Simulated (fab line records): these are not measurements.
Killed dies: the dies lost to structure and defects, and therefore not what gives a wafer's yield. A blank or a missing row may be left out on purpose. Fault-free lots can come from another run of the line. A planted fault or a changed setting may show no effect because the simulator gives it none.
Matching of chambers -- flow nand-harc -- NHARC_A_CHANNEL_FILL_D1_STRIP_28 on rie-diel-09: 4 sister chambers
The step strips in O2, time 20 s. 14 wafers are shown with their chamber, then 6 later ones without.

EACH WAFER AND ITS CHAMBER
wafer,chamber,drypump-motor-current-A (A),oes-product-au (a.u.),rf-vpp-V (V)
L530.2,3,5.8,1.006,56.8
L530.5,3,5.8,1.016,57.0
L530.6,0,6.8,1.017,58.0
L532.1,2,6.7,1.003,56.9
L532.5,0,6.8,1.003,57.4
L532.6,1,5.4,0.990,55.7
L531.2,0,6.9,0.996,59.1
L531.3,1,5.4,0.981,56.3
L531.6,0,6.9,1.004,57.1
L535.1,1,5.4,0.990,56.6
L535.3,2,6.7,1.007,57.3
L535.6,1,5.4,0.985,56.4
L537.1,2,6.7,0.998,57.3
L537.2,3,5.8,0.999,59.5

SIGNATURES (means of the wafers above)
reading,chamber 0,chamber 1,chamber 2,chamber 3,scatter within a chamber
drypump-motor-current-A,6.850,5.400,6.700,5.800,0.0316
oes-product-au,1.00500,0.98650,1.00267,1.00700,0.00688
rf-vpp-V,57.900,56.250,57.167,57.767,0.862
Rule: distance of a wafer from a chamber = root of the sum over the readings of ((wafer's reading minus chamber's mean) / reading's scatter) squared. The wafer belongs to the nearest chamber; if the next one is less than 2 further off, it can't be placed. The scatter is the square root of a quotient: the sum, over the shown wafers, of each reading's squared deviation from its chamber's mean, divided by wafers minus chambers.

WAFERS WITHOUT THEIR CHAMBER
wafer,drypump-motor-current-A (A),oes-product-au (a.u.),rf-vpp-V (V)
L537.3,5.4,1.006,58.1
L545.3,6.9,1.007,58.4
L545.4,6.7,1.000,57.1
L549.1,6.7,1.011,58.3
L549.2,5.4,1.010,57.4
L549.4,5.8,1.014,57.4

WHICH CHAMBER EACH ONE RAN IN
wafer,from the rows above,in truth
L537.3,1,1
L545.3,0,0
L545.4,2,2
L549.1,2,2
L549.2,1,1
L549.4,3,3
Placed correctly: 6 of 6. Number that these rows cannot place: 0. Number placed wrongly: 0.
